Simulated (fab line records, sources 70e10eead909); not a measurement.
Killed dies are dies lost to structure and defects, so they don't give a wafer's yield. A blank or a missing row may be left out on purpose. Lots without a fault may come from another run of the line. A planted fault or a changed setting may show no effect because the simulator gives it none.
Which tool did it? | flow nand_harc | 13 lots, 38 wafers sampled, at 6 steps of a route of 1159

WHAT THE GAUGES READ, wafer by wafer
NHARC_A_ONON_D1_THK_MEAS_02: measures by ellipsometry.
lot  | measured     | on            | thk_nm (nm)
L585 | day 7 10:01  | film_metro-01 | 997 996 996
L586 | day 7 10:22  | film_metro-01 | 990 992 991
L590 | day 8 23:07  | film_metro-02 | 1010 1009
L594 | day 9 08:30  | film_metro-01 | 991 991 991
L597 | day 10 23:36 | film_metro-01 | 1009 1010 1009
L598 | day 10 23:33 | film_metro-02 | 1010 1011 1011
L600 | day 11 09:46 | film_metro-01 | 1005 1005 1005
L602 | day 12 02:26 | film_metro-01 | 1006 1006 1004
L604 | day 12 02:26 | film_metro-01 | 1013 1012 1011
L605 | day 12 18:03 | film_metro-02 | 999 999 1000
L606 | day 12 18:04 | film_metro-02 | 1001 1002 1002
L607 | day 12 18:03 | film_metro-01 | 992 991 990
L608 | day 13 21:18 | film_metro-02 | 1009 1009 1008

NHARC_A_ONON_D1_THK_MEAS_27: measures by ellipsometry.
lot  | measured     | on            | thk_nm (nm)
L585 | day 7 23:04  | film_metro-02 | 992 993 993
L586 | day 7 22:50  | film_metro-02 | 1016 1015 1015
L590 | day 9 12:14  | film_metro-01 | 1009 511
L594 | day 9 20:28  | film_metro-02 | 991 993 495
L597 | day 11 11:11 | film_metro-01 | 1006 1004 1006
L598 | day 11 11:23 | film_metro-02 | 1007 1006 1007
L600 | day 11 20:55 | film_metro-01 | 1015 1015 1015
L602 | day 12 13:27 | film_metro-01 | 1011 1012 1012
L604 | day 12 13:31 | film_metro-02 | 1000 1000 1000
L605 | day 13 12:56 | film_metro-01 | 999 1001 999
L606 | day 13 13:17 | film_metro-01 | 998 999 1000
L607 | day 13 13:05 | film_metro-02 | 1015 1015 1013
L608 | day 14 10:31 | film_metro-02 | 995 995 995

NHARC_A_CHANNEL_HOLE_D1_CD_MEAS_10: target cd 100 nm.
lot  | measured     | on        | cd_nm (nm)
L585 | day 8 04:29  | cd_sem-03 | 100.4 98.8 99.0
L586 | day 8 03:48  | cd_sem-03 | 99.2 98.7 99.3
L590 | day 9 17:13  | cd_sem-01 | 99.0
L594 | day 10 00:31 | cd_sem-02 | 98.4 99.2
L597 | day 11 15:13 | cd_sem-01 | 99.3 99.5 100.5
L598 | day 11 17:08 | cd_sem-03 | 98.7 99.3 99.6
L600 | day 12 01:41 | cd_sem-01 | 99.5 98.8 99.2
L602 | day 12 17:34 | cd_sem-03 | 98.8 98.4 100.3
L604 | day 12 17:44 | cd_sem-01 | 99.6 98.9 99.9
L605 | day 13 20:19 | cd_sem-02 | 98.4 99.0 98.3
L606 | day 13 21:59 | cd_sem-01 | 99.0 99.9 99.1
L607 | day 13 20:48 | cd_sem-01 | 99.0 99.1 99.6
L608 | day 14 15:20 | cd_sem-01 | 98.9 98.7 99.6

NHARC_END_SORT_01.
lot  | measured     | on        | killed_at_array | killed_at_other | killed_at_periphery | killed_dies | killed_open | killed_short
L590 | day 21 00:19 | prober-02 | 9 673           | 0 2             | 2 2                 | 11 677      | 4 4         | 2 3
L594 | day 21 00:04 | prober-01 | 30 21 674       | 1 1 0           | 0 1 3               | 31 23 677   | 0 0 5       | 0 0 0
L600 | day 22 18:08 | prober-02 | 26 29 26        | 0 0 0           | 4 3 3               | 30 32 29    | 3 3 1       | 2 2 2

WHICH TOOL RAN EACH LOT (tool, then ch and the chambers of the sampled wafers, then the start)
lot  | NHARC_A_ZERO_WELL_RTA_16         | NHARC_A_ONON_D1_DEP_25
L585 | rtp_anneal-02 ch 0, day 6 12:48  | pecvd_onon-02 ch 0, day 7 22:36
L586 | rtp_anneal-02 ch 0, day 6 13:47  | pecvd_onon-03 ch 0, day 7 22:23
L590 | rtp_anneal-01 ch 0, day 8 00:15  | pecvd_onon-02 ch 0, day 9 11:54
L594 | rtp_anneal-01 ch 0, day 8 11:32  | pecvd_onon-02 ch 0, day 9 19:57
L597 | rtp_anneal-01 ch 0, day 10 01:48 | pecvd_onon-01 ch 0, day 11 10:40
L598 | rtp_anneal-01 ch 0, day 10 03:22 | pecvd_onon-03 ch 0, day 11 10:59
L600 | rtp_anneal-01 ch 0, day 10 12:30 | pecvd_onon-03 ch 0, day 11 20:24
L602 | rtp_anneal-01 ch 0, day 11 03:50 | pecvd_onon-01 ch 0, day 12 12:56
L604 | rtp_anneal-01 ch 0, day 11 06:40 | pecvd_onon-03 ch 0, day 12 13:05
L605 | rtp_anneal-01 ch 0, day 11 18:20 | pecvd_onon-03 ch 0, day 13 12:29
L606 | rtp_anneal-02 ch 0, day 11 22:25 | pecvd_onon-03 ch 0, day 13 12:50
L607 | rtp_anneal-01 ch 0, day 11 23:04 | pecvd_onon-01 ch 0, day 13 12:34
L608 | rtp_anneal-02 ch 0, day 12 22:17 | pecvd_onon-03 ch 0, day 14 10:05
- NHARC_A_ZERO_WELL_RTA_16: time 10 s.
- NHARC_A_ONON_D1_DEP_25: target thk 1000 nm.

WHAT THE TOOLS THEMSELVES READ (means of the sampled wafers that have a number; where no wafer has one, the mark that the record gives instead)
NHARC_A_ZERO_WELL_RTA_16.
lot  | tool          | lamp_power_pct (%) | lamp_zone_2_pct (%) | lamp_zone_3_pct (%) | lamp_zone_5_pct (%) | wafer_temp_C_max
L585 | rtp_anneal-02 | 29.63              | 29.62               | 29.61               | 29.66               | 1002.7
L586 | rtp_anneal-02 | 29.65              | 29.70               | 29.64               | 29.66               | 1004.0
L590 | rtp_anneal-01 | 30.31              | 30.27               | 30.28               | 30.23               | 1005.1
L594 | rtp_anneal-01 | 30.24              | 30.22               | 30.23               | 30.24               | 1005.1
L597 | rtp_anneal-01 | 30.17              | 30.19               | 30.18               | 30.14               | 1004.7
L598 | rtp_anneal-01 | 30.23              | 30.21               | 30.21               | 30.22               | 1004.9
L600 | rtp_anneal-01 | 30.24              | 30.25               | 30.28               | 30.28               | 1004.5
L602 | rtp_anneal-01 | 30.23              | 30.19               | 30.24               | 30.20               | 1004.1
L604 | rtp_anneal-01 | 30.22              | 30.24               | 30.26               | 30.21               | 1005.3
L605 | rtp_anneal-01 | 30.19              | 30.18               | 30.22               | 30.21               | 1005.1
L606 | rtp_anneal-02 | 29.62              | 29.63               | 29.62               | 29.63               | 1003.7
L607 | rtp_anneal-01 | 30.25              | 30.25               | 30.27               | 30.23               | 1004.8
L608 | rtp_anneal-02 | 29.63              | 29.61               | 29.63               | 29.64               | 1003.0

THE ANSWER, worked out from the rows above alone
Rule: what is usual is taken from the lots themselves. Put in order of their means at a reading, lots are off if they are a third of the lots or fewer, leave a main group of 4 or more, and stand apart from it by a gap of 3 or more times the standard deviation of the main group's means; of several such gaps the widest counts. A main group whose means are all the same, to the digits that the tables above print for the reading, isn't used. A lot without any number at a reading at which 4 lots or more have one is off too. The other lots that the step has rows for count as sound. The gauges are gone through in route order, then the tools' own readings, and for those a lot's mean is taken as printed above. The first step at which some lot is off is used, and at that step the reading that is off furthest; a lot without a number counts as furthest.
Off: L590, L594, at NHARC_A_ONON_D1_THK_MEAS_27 (thk_nm). The main group: mean 1005 nm, standard deviation 7.9.
A tool fits if, at a process step before that reading, it ran every lot that is off, and no sound lot after the first of them. The gauges at NHARC_A_ONON_D1_THK_MEAS_27 are tried like those tools. One fits: pecvd_onon-02 at NHARC_A_ONON_D1_DEP_25. Its last sound lot is L585 (day 7 22:36), its first lot that is off L590 (day 9 11:54): a fault that began between those two fits.

WHAT THE SIMULATOR HAD PUT IN
Process parameter drift: pecvd_onon-02, from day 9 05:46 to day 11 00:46, at NHARC_A_ONON_D1_DEP_25. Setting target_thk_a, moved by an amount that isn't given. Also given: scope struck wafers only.
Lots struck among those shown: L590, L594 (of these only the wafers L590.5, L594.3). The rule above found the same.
